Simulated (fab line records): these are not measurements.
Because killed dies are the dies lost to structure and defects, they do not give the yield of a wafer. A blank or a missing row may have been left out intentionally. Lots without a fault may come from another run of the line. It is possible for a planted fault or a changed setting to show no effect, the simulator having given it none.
Chamber matching / flow n5 finfet / N5_BEOL_M4_ALD_98 on ald sin-02: 4 sister chambers
The step deposits SiO2, target thk 2.5 nm, pulse time 1 s, co reactant pulse time 1 s. 8 wafers are shown with their chamber, then 10 later ones without.

## WAFERS, EACH WITH ITS CHAMBER
wafer=L076.6; chamber=1; heater power w (W)=74; precursor pulse height rel=1.003
wafer=L077.4; chamber=3; heater power w (W)=81; precursor pulse height rel=1.006
wafer=L078.4; chamber=0; heater power w (W)=73; precursor pulse height rel=1.006
wafer=L084.1; chamber=3; heater power w (W)=82; precursor pulse height rel=1.037
wafer=L084.2; chamber=0; heater power w (W)=75; precursor pulse height rel=1.005
wafer=L084.3; chamber=1; heater power w (W)=76; precursor pulse height rel=1.021
wafer=L084.4; chamber=2; heater power w (W)=76; precursor pulse height rel=1.004
wafer=L084.5; chamber=2; heater power w (W)=79; precursor pulse height rel=0.994

## WAFERS WITHOUT THEIR CHAMBER
wafer=L084.6; heater power w (W)=82; precursor pulse height rel=0.968
wafer=L086.2; heater power w (W)=79; precursor pulse height rel=1.022
wafer=L086.3; heater power w (W)=74; precursor pulse height rel=0.983
wafer=L086.6; heater power w (W)=79; precursor pulse height rel=0.971
wafer=L094.1; heater power w (W)=83; precursor pulse height rel=0.977
wafer=L094.5; heater power w (W)=74; precursor pulse height rel=1.001
wafer=L094.6; heater power w (W)=73; precursor pulse height rel=1.000
wafer=L096.1; heater power w (W)=73; precursor pulse height rel=1.008
wafer=L096.3; heater power w (W)=76; precursor pulse height rel=1.022
wafer=L096.4; heater power w (W)=79; precursor pulse height rel=0.988

## CHAMBER TAKEN BY EACH
wafer=L084.6; from the rows above=can't be placed: 2 or 3 or 1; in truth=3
wafer=L086.2; from the rows above=can't be placed: 3 or 2 or 1 or 0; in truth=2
wafer=L086.3; from the rows above=can't be placed: 0 or 1 or 2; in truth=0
wafer=L086.6; from the rows above=can't be placed: 2 or 1 or 3 or 0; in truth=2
wafer=L094.1; from the rows above=can't be placed: 3 or 2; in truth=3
wafer=L094.5; from the rows above=can't be placed: 0 or 1 or 2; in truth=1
wafer=L094.6; from the rows above=can't be placed: 0 or 1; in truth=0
wafer=L096.1; from the rows above=can't be placed: 0 or 1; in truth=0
wafer=L096.3; from the rows above=can't be placed: 1 or 0 or 2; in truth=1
wafer=L096.4; from the rows above=can't be placed: 2 or 3 or 1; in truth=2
Correct placement for 0 of the 10. From these rows, 10 cannot be placed; in 10 the true chamber is one of the candidates. 0 placed wrongly.
How it was worked out, from the rows above alone: a wafer's distance from a chamber is the root of the sum, over the readings, of the square of ((its reading less the chamber's mean) divided by the reading's scatter). If the next closest chamber is less than 2 further off than the closest, the wafer can't be placed; otherwise it belongs to the closest. Each chamber's mean is taken over the wafers shown for it. The scatter: take each reading less its chamber's mean, square it, sum over the shown wafers, divide by the number of wafers less the number of chambers, and take the root.
